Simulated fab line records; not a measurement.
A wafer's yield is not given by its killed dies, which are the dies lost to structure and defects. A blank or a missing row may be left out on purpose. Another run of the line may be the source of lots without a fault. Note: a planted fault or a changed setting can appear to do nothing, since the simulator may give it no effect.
A single fault, viewed from 2 desks | flow nand harc | each desk has only its own numbers; what lay behind them comes last

AT THE METROLOGY DESK
What the gauges read for every lot (on any tool): the sampled wafers with a number, averaged. Any lot whose mean is over 4 standard deviations away from the usual mean is out of limits and marked OUT; that distance is given in the brackets.
Columns: A = thk nm at NHARC_THIN_TSV_THK_MEAS_02, usual 3025 nm; B = cd nm at NHARC_THIN_TSV_CD_MEAS_33, usual 5000.5 nm
lot  | first seen here | A    | B
L892 | day 24 03:30    | 2954 | 5002.5
L891 | day 24 04:43    | 3310 | 4998.7
L893 | day 24 09:22    | 3095 | 5001.8
L898 | day 26 17:03    | 3190 | 4999.9
L901 | day 27 13:54    | 2939 | 5000.0
L903 | day 28 17:44    | 2873 | 5003.0
L905 | day 30 02:56    | 2904 | 5000.7
L906 | day 30 04:13    | 3039 | 4998.7
L907 | day 30 19:56    | 2985 | 5000.3
L909 | day 31 02:03    | 3059 | 5000.8
L910 | day 32 01:29    | 3050 | 5001.2
L911 | day 32 02:42    | 3146 | 5000.8
L913 | day 32 03:54    | 2964 | 5001.2
L912 | day 32 15:40    | 2828 | 4999.0
This desk's finding: nothing out of limits on any of the 14 lots.

AT THE TOOL OWNER'S DESK: wet bench-06
The tool's own readings at NHARC_A_STAIRCASE_PRECLEAN_419 (cleans in SC1): means of the sampled wafers that have a number, for each lot that ran on this tool. Any lot whose mean is over 4 standard deviations away from the usual mean is out of limits and marked OUT; that distance is given in the brackets.
Columns: A = bath guard temp C at NHARC_A_STAIRCASE_PRECLEAN_419, usual 50.1 C
lot  | first seen here | A
L892 | day 17 11:13    | 49.6
L898 | day 20 03:54    | 50.0
L901 | day 21 09:56    | 50.3
L903 | day 22 12:36    | 50.1
L911 | day 26 00:23    | 50.5
L912 | day 26 02:04    | 50.1
This desk's finding: nothing out of limits on any of the 6 lots.

TAKEN TOGETHER
Nothing out of limits was seen by the metrology desk.
The desk of the tool owner found nothing out of limits.

WHAT THE SIMULATOR HAD PUT IN
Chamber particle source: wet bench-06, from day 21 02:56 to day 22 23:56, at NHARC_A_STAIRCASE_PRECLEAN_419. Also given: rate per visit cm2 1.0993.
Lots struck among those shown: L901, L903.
